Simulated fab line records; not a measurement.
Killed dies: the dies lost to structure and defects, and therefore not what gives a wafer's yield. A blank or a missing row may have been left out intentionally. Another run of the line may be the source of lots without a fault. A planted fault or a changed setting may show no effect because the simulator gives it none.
fab line records	flow n5-finfet
record: lots: 7	wafers: 39
route steps=1938 shown WELL_APT@55 FIN_CUT@160 STI_FIN_REVEAL@196 DUMMY_GATE@228 HKMG_FIN@402 MOL_CONTACT_COAG@544 BEOL_M4@1111
start-h: hours from the record's opening day to when the first of the lot's shown wafers began	wait-h: how many hours have passed since the lot's step before this one	" the same as in the row above	L1.1+2: a row that stands for several wafers	- either no value or no given start	* or withheld: withheld	< > ~ a bound
route shown NAME@n: names a module that has steps shown in the file, with the first one's number in the route	usual: mean/standard deviation taken from wafers without a fault	same: alike in all rows	chamber/n: place in a boat	sites: readings site by site	_std_site: how widely they spread, as a standard deviation	_edge_site: mean of outer sites minus mean of inner sites	radius-mm: for every site, how far away it sits from the centre of the wafer	mask NAME#n: copy n	behind: tool/chamber where the wafer was last shaped	hold: why the lot was held/for how many hours/how that ended	device: whichever transistor did not switch (one of n, p or np)	end of line: the same wafers' tests at the end of the route	for a step that has no rows: nothing shown but its recipe	killed: dies lost to structure and defects at the first sort, not the wafer's yield	map: per-die view of a wafer (x killed, . not killed, _ where there is no die)
set.NAME: the setting as run; set.NAME@STEP: as run at that earlier step	model.NAME: the simulator's own value behind a step, which no gauge read
lots with deliberately changed settings; one table per step, one row per wafer
== steps ==
step: N5_WELL_APT_EPI_41
recipe: material: Si	target-thk-a: 500	temp-c: 650	precursor: SiH4/H2	pressure-torr: 20	time-s: 297.7
step: N5_FIN_CUT_EXPOSE_05
recipe: mask-id: FIN_CUT	na: 0.33	source-shape: annular	sigma-inner: 0.35	sigma-outer: 0.8	polarization: unpolarized	dose-mj: 45.75
step: N5_STI_FIN_REVEAL_RECESS_09
recipe: chemistry: HF/NH3	target: SiO2	afs-cycles: 11	target-depth-a: 425	temp-c: 30	sublimation-temp-c: 180	sublimation-time-s: 60
step: N5_DUMMY_GATE_EXPOSE_12
recipe: mask-id: GATE	na: 0.33	source-shape: annular	sigma-inner: 0.2	sigma-outer: 0.6	polarization: unpolarized	target-cd-nm: 25	dose-mj: 34
step: N5_DUMMY_GATE_ETCH_32
recipe: chemistry: CF4	target: SiO2	target-depth-a: 35	time-s: 3.9	ion-energy-ev: 350	pressure-mtorr: 10	icp-w: 800	bias-w: 400	cf4-flow-sccm: 80
step: N5_HKMG_FIN_ETCH_54
recipe: chemistry: CF4	target: SiARC	target-depth-a: 455	mask-material: CAR-ArF	time-s: 75.8	ion-energy-ev: 80	pressure-mtorr: 40	source-w: 545	bias-w: 36	Ar_flow_sccm: 100	cf4-flow-sccm: 100	ends: cleared
step: N5_MOL_CONTACT_COAG_ALD_20
recipe: material: TiN	target-thk-a: 15	temp-c: 400	ald-precursor-family: TiCl4	ald-co-reactant: NH3	pulse-time-s: 1	purge-time-s: 3	co-reactant-purge-time-s: 2	co-reactant-pulse-time-s: 2	ald-cycles: 68	pressure-torr: 3
step: N5_BEOL_M4_RC_MEAS_101
usual: CJ_N: 4.35/0.061	DIBL_N: 36.3/1.2	DIBL_P: 36.3/1.4	IOFF_P: 0.22/0.033	ION_N: 675/9.6	ION_P: 465/8.2	RS_PWELL: 3012/25	SS_P: 73.3/0.54
lot.wafer	tool	chamber	start-h	wait-h	set.target-thk-a@WELL_APT_EPI_41	set.dose-mj@FIN_CUT_EXPOSE_05	set.target-depth-a@STI_FIN_REVEAL_RECESS_09	set.dose-mj@DUMMY_GATE_EXPOSE_12	set.time-s@DUMMY_GATE_ETCH_32	set.cf4-flow-sccm@HKMG_FIN_ETCH_54	set.co-reactant-pulse-time-s@MOL_CONTACT_COAG_ALD_20	CJ_N	DIBL_N[mV/V]	DIBL_P[mV/V]	IOFF_P[nA/um]	ION_N[uA/um]	ION_P[uA/um]	RS_PWELL[ohm/sq]	SS_P[mV/dec]
L076.1	prober-01	0	187.88	0.0	500	45.75	414.5	36.56	3.9	100	1.753	4.38	39.3	40.2	0.23	667	453	3022	73.5
L076.2	"	0	"	"	530.1	45.75	414.5	34	3.382	100	1.753	3.93	37.9	37.6	0.20	665	446	2944	73.1
L076.3	"	0	"	"	500	45.75	425	34	3.382	100	1.753	4.37	35.0	34.8	0.17	662	453	3032	72.3
L076.4	"	0	"	"	500	45.75	414.5	36.56	3.9	100	2	4.34	40.5	41.0	0.25	685	457	3040	74.1
L076.5	"	0	"	"	530.1	45.75	425	34	3.9	100	2	4.04	35.6	35.1	0.17	669	455	2958	71.9
L076.6	"	0	"	"	530.1	45.75	425	36.56	3.382	100	2	3.93	40.2	41.4	0.26	694	466	2951	74.7
L078.1	prober-01	0	209.08	0.0	500	45.75	425	34	3.001	100	2	4.35	36.6	36.6	0.25	695	475	3033	73.9
L078.2	"	0	"	"	500	45.75	425	34	3.9	100	2.126	4.36	36.1	35.9	0.24	685	477	3026	73.3
L078.3	"	0	"	"	518.4	45.75	425	34	3.9	100	2	4.20	36.9	36.7	0.25	683	469	2992	73.1
L078.4	"	0	"	"	518.4	45.75	425	34	3.001	100	2	4.14	36.7	36.1	0.23	681	466	3007	72.5
L078.5	"	0	"	"	518.4	45.75	425	34	3.9	100	2.126	4.13	36.5	36.4	0.25	697	477	2986	72.6
L078.6	"	0	"	"	500	45.75	425	34	3.001	100	2.126	4.36	36.6	36.7	0.24	685	473	3047	73.3
L079.1	prober-02	0	231.35	0.0	500	45.75	425	35.93	3.9	100	2	4.40	39.6	39.8	0.25	684	469	3042	74.2
L079.2	"	0	"	"	500	45.75	425	34	3.9	100	2	4.41	37.3	37.8	0.22	683	471	3024	72.9
L079.3	"	0	"	"	500	45.75	405.4	35.93	3.9	100	2.142	4.32	40.6	40.9	0.27	661	450	3040	74.8
L079.4	"	0	"	"	500	45.75	425	34	3.9	100	2.142	4.40	37.8	38.3	0.24	679	472	3051	73.4
L079.5	"	0	"	"	500	45.75	405.4	35.93	3.9	100	2.142	4.37	39.8	39.7	0.26	656	453	3013	73.6
L079.6	"	0	"	"	500	45.75	405.4	34	3.9	100	2	4.33	37.1	36.4	0.20	649	448	2994	73.0
L083.3	prober-01	0	232.58	0.7	500	45.75	425	34	3.9	100	2	4.40	33.2	34.0	0.19	665	463	3060	72.3
L083.4	"	0	"	"	500	45.75	425	34	3.9	100	2	4.36	33.6	34.4	0.19	651	457	3047	72.2
L083.6	"	0	"	"	500	45.75	425	34	3.9	100	2	4.38	32.5	34.1	0.19	668	461	3064	73.1
L085.1	prober-01	0	263.67	0.0	500	47.84	441.6	34	3.39	100	1.556	4.48	34.8	35.2	0.16	685	468	3027	73.1
L085.2	"	0	"	"	467.4	45.75	441.6	34	3.39	100	2	4.71	36.8	38.0	0.20	692	475	3047	73.5
L085.3	"	0	"	"	500	45.75	425	34	3.9	100	1.556	4.52	36.7	36.5	0.18	675	452	3017	73.6
L085.4	"	0	"	"	467.4	47.84	425	34	3.9	109.3	2	4.74	36.5	37.4	0.19	663	452	3064	72.5
L085.5	"	0	"	"	500	47.84	441.6	34	3.9	109.3	1.556	4.48	36.0	36.6	0.18	686	471	3019	73.0
L085.6	"	0	"	"	467.4	45.75	425	34	3.39	109.3	2	4.73	36.5	36.2	0.18	660	451	3062	73.2
L096.1	prober-01	0	307.20	0.0	485.3	45.75	414.2	34	3.254	100	2	4.35	36.0	36.5	0.26	659	461	3003	73.4
L096.2	"	0	"	"	485.3	45.75	425	34	3.254	100	2	4.41	36.9	37.1	0.28	678	472	3028	73.8
L096.3	"	0	"	"	485.3	45.75	425	34	3.9	100	2	4.48	37.3	37.9	0.28	674	473	2975	74.0
L096.4	"	0	"	"	500	45.75	414.2	34	3.254	100	2	4.24	37.0	36.2	0.26	652	456	2993	72.8
L096.5	"	0	"	"	500	45.75	425	34	3.9	100	2	4.37	36.5	36.6	0.26	667	464	2971	73.9
L096.6	"	0	"	"	500	45.75	414.2	34	3.9	100	2	4.19	37.5	37.7	0.28	658	464	2999	73.7
L094.1	prober-02	0	308.98	0.0	478	45.75	443.7	35.01	3.9	100	2.171	4.66	39.0	40.0	0.29	698	480	3013	75.0
L094.2	"	0	"	"	500	48.84	443.7	34	3.9	122.7	2	4.41	36.5	36.9	0.24	699	477	3005	73.2
L094.3	"	0	"	"	500	48.84	443.7	35.01	3.9	122.7	2.171	4.31	36.7	37.2	0.24	695	483	3013	73.7
L094.4	"	0	"	"	500	45.75	425	34	3.9	100	2.171	4.42	37.5	37.6	0.25	678	466	3002	73.6
L094.5	"	0	"	"	478	45.75	425	35.01	3.9	122.7	2	4.57	39.1	40.7	0.30	677	470	3030	74.0
L094.6	"	0	"	"	478	48.84	425	34	3.9	100	2	4.59	37.9	38.7	0.26	688	474	3034	73.9
== key ==
split: step: N5_WELL_APT_EPI_41	setting: target-thk-a	stated-as: 500
response: step: N5_BEOL_M4_RC_MEAS_101	reading: CJ_N	slope: -0.0558	per: 1%	together-with: all	explained: 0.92
response: step: N5_BEOL_M4_RC_MEAS_101	reading: RS_PWELL	slope: -8.68	per: 1%	together-with: all	explained: 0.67
split: step: N5_FIN_CUT_EXPOSE_05	setting: dose-mj	stated-as: 45.75
response none clear
split: step: N5_STI_FIN_REVEAL_RECESS_09	setting: target-depth-a	stated-as: 425
response: step: N5_BEOL_M4_RC_MEAS_101	reading: ION_P	slope: +3.89	per: 1%	together-with: all	explained: 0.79
response: step: N5_BEOL_M4_RC_MEAS_101	reading: ION_N	slope: +5.03	per: 1%	together-with: all	explained: 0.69
split: step: N5_DUMMY_GATE_EXPOSE_12	setting: dose-mj	stated-as: 34
response: step: N5_BEOL_M4_RC_MEAS_101	reading: DIBL_N	slope: +0.453	per: 1%	together-with: all	explained: 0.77
response: step: N5_BEOL_M4_RC_MEAS_101	reading: DIBL_P	slope: +0.563	per: 1%	together-with: all	explained: 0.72
response: step: N5_BEOL_M4_RC_MEAS_101	reading: IOFF_P	slope: +0.00784	per: 1%	together-with: all	explained: 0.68
response: step: N5_BEOL_M4_RC_MEAS_101	reading: SS_P	slope: +0.228	per: 1%	together-with: all	explained: 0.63
split: step: N5_DUMMY_GATE_ETCH_32	setting: time-s	stated-as: 3.9
response none clear
split: step: N5_HKMG_FIN_ETCH_54	setting: cf4-flow-sccm	stated-as: 100
response none clear
split: step: N5_MOL_CONTACT_COAG_ALD_20	setting: co-reactant-pulse-time-s	stated-as: 2
response none clear
